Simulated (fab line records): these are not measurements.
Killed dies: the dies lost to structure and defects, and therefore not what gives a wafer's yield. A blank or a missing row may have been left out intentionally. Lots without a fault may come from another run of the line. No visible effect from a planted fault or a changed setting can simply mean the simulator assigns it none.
fab line records	flow nandHarc
[record] lots = 13	wafers = 39	lastDay = 34
route steps=1302 shown P_ZERO_WELL@26 P_STI@83 END@1302
lots that met no fault: from a run of the same line without faults
startH: hours from the record's opening day to when the first of the lot's shown wafers began	waitH: how many hours have passed since the lot's step before this one	" unchanged from the row above	L1.1+2: a row that stands for several wafers	- no value present, or no start provided	* or withheld: withheld	< > ~ a bound
route shown NAME@n: names a module that has steps shown in the file, with the first one's number in the route	usual: mean/standard deviation taken from wafers without a fault	same: alike in all rows	chamber/n: place in a boat	sites: each site's reading	_std_site: their standard deviation	_edge_site: inner sites' mean taken away from outer sites' mean	radiusMm: how far each site lies from the wafer's centre	mask NAME#n: copy n	behind: the tool/chamber that last shaped the wafer	hold: reason for holding the lot/hours on hold/outcome of the hold	device: the transistor (n, p or np) that didn't switch	end of line: the route-end tests of the same wafers	where a step has no rows: the recipe by itself	killed: at the first sort, the dies lost to defects and structure; wafer yield is something else	map: per-die view of a wafer (x killed, . not killed, _ where there is no die)
set.NAME: the run value of the setting; set.NAME@STEP: its run value at that earlier step	model.NAME: the simulator's own value behind a step, which no gauge read
one table for each step of the route and one row for each wafer, over a sample of lots
services: the hour from which a tool's chamber was out of use, counted from the record's first day as startH (under 0 if before that day), plus the number of hours and why
[[steps]]
[step NHARC_P_ZERO_WELL_EXPOSE_21]
[recipe] na = 0.6	targetCdNm = 720	doseMj = 22.31	maskId = P_NWELL
lot.wafer	tool	chamber	startH	waitH	mask
L164.1+3+6	krfScanner-04	0	22.43	-	P_NWELL#0
L166.1+3+5	krfScanner-02	0	42.45	-	P_NWELL#0
L167.2+3+5	krfScanner-04	0	52.31	-	P_NWELL#0
L168.2+3+5	krfScanner-03	0	62.50	-	P_NWELL#0
L170.1+4+6	krfScanner-02	0	82.65	-	P_NWELL#0
L173.1+2+4	krfScanner-04	0	112.44	-	P_NWELL#0
L174.2+5+6	krfScanner-02	0	122.44	-	P_NWELL#0
L175.3+4+5	krfScanner-02	0	132.31	-	P_NWELL#0
L178.4+5+6	krfScanner-04	0	162.33	-	P_NWELL#0
L179.2+4+5	krfScanner-02	0	172.42	-	P_NWELL#0
L182.1+3+4	krfScanner-03	0	202.51	-	P_PWELL#0
L186.1+4+6	krfScanner-03	0	242.17	-	P_NWELL#0
L187.1+3+5	krfScanner-04	0	252.42	-	P_NWELL#0
[step NHARC_P_ZERO_WELL_CD_MEAS_24]
[recipe] targetCdNm = 720	landingEnergyEv = 500
[usual] cdNm = 721.7/2
lot.wafer	tool	chamber	startH	waitH	cdNm
L164.1	cdSem-02	0	22.59	-	722.6
L164.3	"	0	"	"	721.2
L164.6	"	0	"	"	720.6
L166.1	cdSem-01	0	42.61	-	723.3
L166.3	"	0	"	"	720.7
L166.5	"	0	"	"	723.8
L167.2	cdSem-02	0	52.47	-	720.5
L167.3	"	0	"	"	722.6
L167.5	"	0	"	"	722.7
L168.2	cdSem-01	0	62.66	-	717.6
L168.3	"	0	"	"	722.4
L168.5	"	0	"	"	722.3
L170.1	cdSem-01	0	82.81	-	724.7
L170.4	"	0	"	"	723.3
L170.6	"	0	"	"	723.0
L173.1	cdSem-02	0	112.60	-	725.2
L173.2	"	0	"	"	724.9
L173.4	"	0	"	"	723.3
L174.2	cdSem-01	0	122.60	-	722.5
L174.5	"	0	"	"	720.6
L174.6	"	0	"	"	723.2
L175.3	cdSem-01	0	132.46	-	722.5
L175.4	"	0	"	"	721.2
L175.5	"	0	"	"	720.5
L178.4	cdSem-02	0	162.48	-	723.7
L178.5	"	0	"	"	722.1
L178.6	"	0	"	"	722.2
L179.2	cdSem-02	0	172.58	-	721.4
L179.4	"	0	"	"	722.4
L179.5	"	0	"	"	721.5
L182.1	cdSem-02	0	202.68	-	-
L182.3	"	0	"	"	-
L182.4	"	0	"	"	-
L186.1	cdSem-02	0	242.32	-	721.7
L186.4	"	0	"	"	725.5
L186.6	"	0	"	"	722.7
L187.1	cdSem-02	0	252.58	-	716.4
L187.3	"	0	"	"	720.1
L187.5	"	0	"	"	721.8
[step NHARC_P_ZERO_WELL_INSPECT_43]
[usual] rawDefectCount = 14/6.2
lot.wafer	tool	chamber	startH	waitH	rawDefectCount
L164.1	defectInspect-01	-	27.43	0.6	15
L164.3	"	-	"	"	12
L164.6	"	-	"	"	24
L166.1	defectInspect-01	-	48.28	0.6	13
L166.3	"	-	"	"	11
L166.5	"	-	"	"	12
L167.2	defectInspect-01	-	57.44	0.5	2
L167.3	"	-	"	"	4
L167.5	"	-	"	"	10
L168.2	defectInspect-01	-	69.86	0.5	9
L168.3	"	-	"	"	23
L168.5	"	-	"	"	13
L170.1	defectInspect-02	-	87.78	0.6	14
L170.4	"	-	"	"	10
L170.6	"	-	"	"	10
L173.1	defectInspect-01	-	117.59	0.6	16
L173.2	"	-	"	"	9
L173.4	"	-	"	"	11
L174.2	defectInspect-01	-	127.61	0.5	4
L174.5	"	-	"	"	12
L174.6	"	-	"	"	23
L175.3	defectInspect-01	-	137.56	0.4	30
L175.4	"	-	"	"	20
L175.5	"	-	"	"	20
L178.4	defectInspect-01	-	167.59	0.3	20
L178.5	"	-	"	"	14
L178.6	"	-	"	"	12
L179.2	defectInspect-02	-	177.72	0.5	15
L179.4	"	-	"	"	8
L179.5	"	-	"	"	10
L182.1	defectInspect-01	-	207.54	0.6	13
L182.3	"	-	"	"	15
L182.4	"	-	"	"	16
L186.1	defectInspect-02	-	247.16	0.6	12
L186.4	"	-	"	"	9
L186.6	"	-	"	"	9
L187.1	defectInspect-02	-	257.84	0.6	9
L187.3	"	-	"	"	10
L187.5	"	-	"	"	17
[step NHARC_P_STI_CD_MEAS_09]
[recipe] targetCdNm = 200	landingEnergyEv = 500
[usual] cdNm = 201/3.2
lot.wafer	tool	chamber	startH	waitH	cdNm
L164.1	cdSem-02	0	42.23	-	203
L164.3	"	0	"	"	205
L164.6	"	0	"	"	204
L166.1	cdSem-03	0	64.28	-	197
L166.3	"	0	"	"	201
L166.5	"	0	"	"	203
L167.2	cdSem-02	0	73.66	-	195
L167.3	"	0	"	"	195
L167.5	"	0	"	"	198
L168.2	cdSem-02	0	85.15	-	196
L168.3	"	0	"	"	200
L168.5	"	0	"	"	205
L170.1	cdSem-02	0	105.02	-	203
L170.4	"	0	"	"	200
L170.6	"	0	"	"	203
L173.1	cdSem-01	0	136.01	-	200
L173.2	"	0	"	"	195
L173.4	"	0	"	"	203
L174.2	cdSem-03	0	148.03	-	202
L174.5	"	0	"	"	202
L174.6	"	0	"	"	196
L175.3	cdSem-03	0	152.83	-	202
L175.4	"	0	"	"	203
L175.5	"	0	"	"	200
L178.4	cdSem-01	0	183.19	-	198
L178.5	"	0	"	"	197
L178.6	"	0	"	"	200
L179.2	cdSem-01	0	195.65	-	200
L179.4	"	0	"	"	198
L179.5	"	0	"	"	198
L186.1	cdSem-02	0	263.61	-	197
L186.4	"	0	"	"	196
L186.6	"	0	"	"	197
L187.1	cdSem-02	0	278.33	-	201
L187.3	"	0	"	"	201
L187.5	"	0	"	"	200
[step NHARC_P_STI_OCD_MEAS_43]
[usual] trenchDepthNm = 301/5.6	trenchFootCdNm = 159/3.2
lot.wafer	tool	chamber	startH	waitH	trenchDepthNm	trenchFootCdNm
L164.1	ocd-01	-	43.58	-	303	160
L164.3	"	-	"	"	291	164
L164.6	"	-	"	"	299	161
L166.1	ocd-02	-	65.57	-	306	154
L166.3	"	-	"	"	305	159
L166.5	"	-	"	"	297	162
L167.2	ocd-02	-	74.99	-	310	151
L167.3	"	-	"	"	307	153
L167.5	"	-	"	"	305	155
L168.2	ocd-02	-	86.44	-	298	155
L168.3	"	-	"	"	306	158
L168.5	"	-	"	"	310	161
L170.1	ocd-02	-	106.32	-	294	162
L170.4	"	-	"	"	308	157
L170.6	"	-	"	"	301	161
L173.1	ocd-02	-	137.30	-	305	157
L173.2	"	-	"	"	285	155
L173.4	"	-	"	"	297	162
L174.2	ocd-02	-	149.32	-	308	160
L174.5	"	-	"	"	302	161
L174.6	"	-	"	"	306	153
L175.3	ocd-01	-	154.12	-	303	160
L175.4	"	-	"	"	298	162
L175.5	"	-	"	"	303	159
L178.4	ocd-02	-	184.48	-	305	155
L178.5	"	-	"	"	289	155
L178.6	"	-	"	"	303	158
L179.2	ocd-01	-	196.96	-	293	159
L179.4	"	-	"	"	301	156
L179.5	"	-	"	"	299	156
L186.1	ocd-02	-	264.90	-	298	155
L186.4	"	-	"	"	297	155
L186.6	"	-	"	"	295	156
L187.1	ocd-02	-	279.63	-	305	158
L187.3	"	-	"	"	304	159
L187.5	"	-	"	"	303	158
[step NHARC_END_SORT_01]
[recipe] tempC = 25
[usual] defectLimitedYield = 91.0/2.5	killedAtArray = 56/17	killedAtOther = 0.9/1.2	killedAtPeriphery = 3.9/2.5	killedDies = 61/17	killedOpen = 3.2/1.8	killedShort = 2.7/1.7
[same] grossDies = 677
lot.wafer	tool	chamber	startH	waitH	defectLimitedYield[%]	killedAtArray	killedAtOther	killedAtPeriphery	killedDies	killedOpen	killedShort
L167.5	prober-01	0	596.85	3.7	88.0	71	4	6	81	3	2
L168.2	prober-02	0	594.51	2.8	88.9	71	0	4	75	5	7
L170.1	prober-02	0	632.12	2.5	90.5	51	0	13	64	3	4
L170.4	prober-02	0	634.47	3.3	92.2	46	1	6	53	2	0
L170.6	prober-02	0	636.04	3.9	91.4	51	0	7	58	2	2
L174.2	prober-01	0	662.32	2.8	88.2	77	1	2	80	3	2
L174.5	prober-01	0	664.71	3.7	87.6	82	1	1	84	3	3
L174.6	prober-01	0	665.50	4.0	85.5	96	1	1	98	1	4
L173.1	prober-02	0	668.34	2.5	93.2	46	0	0	46	5	1
L173.2	prober-02	0	669.16	2.8	91.3	55	0	4	59	2	5
L173.4	prober-02	0	670.79	3.5	93.6	41	0	2	43	4	2
L175.3	prober-01	0	681.96	3.1	92.6	48	0	2	50	3	6
L175.4	prober-01	0	682.77	3.4	89.8	61	1	7	69	4	3
L175.5	prober-01	0	683.57	3.7	92.3	43	0	9	52	3	0
L178.4	prober-01	0	741.60	3.4	88.0	79	1	1	81	1	3
L178.5	prober-01	0	742.41	3.7	91.1	57	1	2	60	4	1
L178.6	prober-01	0	743.21	4.0	86.6	86	0	5	91	7	3
// killed by level:class
L168.2 A_CHANNEL_HOLE_D1:chamberFilmFlake=28 A_CHANNEL_HOLE_D2:chamberFilmFlake=24 A_CHANNEL_FILL_D2:geometricParticle:open=3 A_CHANNEL_FILL_D2:geometricParticle:short=3 A_CHANNEL_FILL_D2:chamberFilmFlake=3 A_ONON_D2:geometricParticle:short=2 A_SLIT:chamberFilmFlake=2 P_CONTACT:geometricParticle:open=1
L167.5 A_CHANNEL_HOLE_D1:chamberFilmFlake=34 A_SLIT:chamberFilmFlake=15 A_CHANNEL_HOLE_D2:chamberFilmFlake=7 A_STAIRCASE:chamberFilmFlake=5 P_GATE:chamberFilmFlake=4 THIN_TSV:chamberFilmFlake=4 A_CONTACT:chamberFilmFlake=3 P_ZERO_WELL:chamberFilmFlake=2
L170.1 A_SLIT:chamberFilmFlake=25 A_CHANNEL_HOLE_D2:chamberFilmFlake=9 P_M1:chamberFilmFlake=5 P_CONTACT:chamberFilmFlake=4 A_CHANNEL_HOLE_D1:chamberFilmFlake=3 A_CONTACT:chamberFilmFlake=3 A_ONON_D1:geometricParticle:short=2 P_ZERO_WELL:chamberFilmFlake=2
L170.4 A_SLIT:chamberFilmFlake=19 A_CHANNEL_HOLE_D2:chamberFilmFlake=11 A_STAIRCASE:chamberFilmFlake=6 A_CONTACT:chamberFilmFlake=4 P_CONTACT:chamberFilmFlake=3 P_M1:chamberFilmFlake=2 P_CONTACT:geometricParticle:open=1 A_ONON_D2:geometricParticle:open=1
L170.6 A_SLIT:chamberFilmFlake=30 A_CHANNEL_HOLE_D2:chamberFilmFlake=7 A_STAIRCASE:chamberFilmFlake=4 P_CONTACT:chamberFilmFlake=3 A_ONON_D2:geometricParticle:short=2 A_CHANNEL_HOLE_D1:chamberFilmFlake=2 A_CHANNEL_FILL_D2:chamberFilmFlake=2 A_CONTACT:chamberFilmFlake=2
L174.2 A_CHANNEL_HOLE_D1:chamberFilmFlake=29 A_SLIT:chamberFilmFlake=27 A_CHANNEL_HOLE_D2:chamberFilmFlake=10 A_CONTACT:chamberFilmFlake=6 P_GATE:geometricParticle:short=1 A_ONON_D2:geometricParticle:short=1 A_WL_FILL:geometricParticle:open=1 A_CONTACT:geometricParticle:open=1
L174.5 A_CHANNEL_HOLE_D1:chamberFilmFlake=33 A_SLIT:chamberFilmFlake=18 A_CHANNEL_HOLE_D2:chamberFilmFlake=13 A_CONTACT:chamberFilmFlake=12 P_M0:geometricParticle:open=1 A_ONON_D1:geometricParticle:short=1 A_DECK1_JOINT:geometricParticle:short=1 A_ONON_D2:geometricParticle:open=1
L174.6 A_SLIT:chamberFilmFlake=36 A_CHANNEL_HOLE_D1:chamberFilmFlake=30 A_CHANNEL_HOLE_D2:chamberFilmFlake=14 A_CONTACT:chamberFilmFlake=8 A_WL_FILL:geometricParticle:short=2 A_CHANNEL_FILL_D1:geometricParticle:short=1 A_DECK1_JOINT:geometricParticle:open=1 A_CHANNEL_FILL_D2:geometricParticle:short=1
L173.1 A_CHANNEL_HOLE_D1:chamberFilmFlake=30 A_CHANNEL_FILL_D1:geometricParticle:open=3 A_DECK1_JOINT:chamberFilmFlake=3 A_SLIT:chamberFilmFlake=2 A_CHANNEL_FILL_D1:geometricParticle:short=1 A_ONON_D2:geometricParticle:open=1 A_M0:geometricParticle:open=1 A_CHANNEL_HOLE_D2:unspecified=1
L173.2 A_CHANNEL_HOLE_D1:chamberFilmFlake=39 P_STI:chamberFilmFlake=2 P_GATE:chamberFilmFlake=2 A_CHANNEL_HOLE_D2:chamberFilmFlake=2 A_DECK1_JOINT:chamberFilmFlake=2 A_CHANNEL_HOLE_D2:unspecified=2 A_CHANNEL_FILL_D2:chamberFilmFlake=2 A_SOURCE_PLATE:geometricParticle:short=1
L173.4 A_CHANNEL_HOLE_D1:chamberFilmFlake=26 A_M1:geometricParticle:open=3 A_SLIT:chamberFilmFlake=3 A_CHANNEL_HOLE_D2:unspecified=2 A_WL_FILL:chamberFilmFlake=2 P_CONTACT:geometricParticle:open=1 A_SOURCE_PLATE:geometricParticle:short=1 A_ONON_D2:geometricParticle:short=1
L175.3 A_SLIT:chamberFilmFlake=17 A_CHANNEL_HOLE_D2:chamberFilmFlake=14 A_CONTACT:chamberFilmFlake=4 A_CHANNEL_HOLE_D1:chamberFilmFlake=3 A_CHANNEL_FILL_D1:geometricParticle:short=2 A_CHANNEL_HOLE_D1:geometricParticle:open=1 A_ONON_D2:geometricParticle:open=1 A_CHANNEL_HOLE_D2:geometricParticle:short=1
L175.4 A_SLIT:chamberFilmFlake=32 A_CHANNEL_HOLE_D2:chamberFilmFlake=11 A_CONTACT:chamberFilmFlake=7 A_CHANNEL_HOLE_D1:chamberFilmFlake=4 P_STI:chamberFilmFlake=3 P_M0:geometricParticle:open=2 P_GATE:geometricParticle:open=1 A_ONON_D1:geometricParticle:short=1
L175.5 A_SLIT:chamberFilmFlake=18 A_CHANNEL_HOLE_D2:chamberFilmFlake=16 P_STI:chamberFilmFlake=6 A_CHANNEL_HOLE_D1:chamberFilmFlake=5 P_M0:geometricParticle:open=1 A_DECK1_JOINT:geometricParticle:open=1 A_CONTACT:geometricParticle:open=1 P_ZERO_WELL:chamberFilmFlake=1
L178.4 A_SLIT:chamberFilmFlake=34 A_CHANNEL_HOLE_D1:chamberFilmFlake=30 A_STAIRCASE:chamberFilmFlake=3 A_WL_FILL:chamberFilmFlake=3 A_CONTACT:chamberFilmFlake=3 A_M0:chamberFilmFlake=3 A_M0:geometricParticle:short=2 P_CONTACT:geometricParticle:short=1
L178.5 A_CHANNEL_HOLE_D1:chamberFilmFlake=28 A_SLIT:chamberFilmFlake=17 A_WL_FILL:chamberFilmFlake=4 A_CHANNEL_FILL_D2:geometricParticle:open=2 A_M0:geometricParticle:open=2 P_GATE:chamberFilmFlake=2 A_CONTACT:chamberFilmFlake=2 A_M0:geometricParticle:short=1
L178.6 A_SLIT:chamberFilmFlake=39 A_CHANNEL_HOLE_D1:chamberFilmFlake=35 A_CONTACT:chamberFilmFlake=3 A_DECK1_JOINT:geometricParticle:short=2 A_DECK1_JOINT:geometricParticle:open=2 P_GATE:geometricParticle:open=1 P_M0:geometricParticle:open=1 P_M0:geometricParticle:short=1
[[services]]
tool	chamber	startH	hours	kind
krfScanner-04	-	5.95	0.5	repair
krfScanner-04	-	13.41	4.0	pm
krfScanner-04	-	44.18	0.3	repair
krfScanner-03	-	52.00	4.0	pm
krfScanner-02	-	59.08	5.9	repair
krfScanner-02	-	94.00	4.0	pm
krfScanner-02	-	98.32	1.5	repair
krfScanner-04	-	126.96	1.3	repair
krfScanner-02	-	137.11	0.3	repair
krfScanner-02	-	166.60	0.2	repair
krfScanner-02	-	180.28	1.2	repair
krfScanner-04	-	185.41	4.0	pm
krfScanner-03	-	224.00	4.0	pm
krfScanner-03	-	245.66	0.7	repair
krfScanner-03	-	250.28	3.7	repair
[[key]]
[firstSign] step = NHARC_P_ZERO_WELL_EXPOSE_21	reading = mask	direction = changed
[effect] step = NHARC_P_ZERO_WELL_CD_MEAS_24	reading = cdNm	direction = missing
metAt NHARC_P_ZERO_WELL_EXPOSE_21
struckLots L182
rowsEnd L182.1,L182.3,L182.4
notActingAt NHARC_P_ZERO_WELL_INSPECT_43,NHARC_P_STI_CD_MEAS_09,NHARC_P_STI_OCD_MEAS_43
onsetBetween 62.50 202.51
[fault] kind = wrongMask	tool = any	chamber = -	onsetH = 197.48	steps = NHARC_P_ZERO_WELL_EXPOSE_21	auxCopy = P_PWELL#0	scope = struckLotsOnly
// rowsEnd: these wafers met a further fault down the route, and their rows from its step on are left out
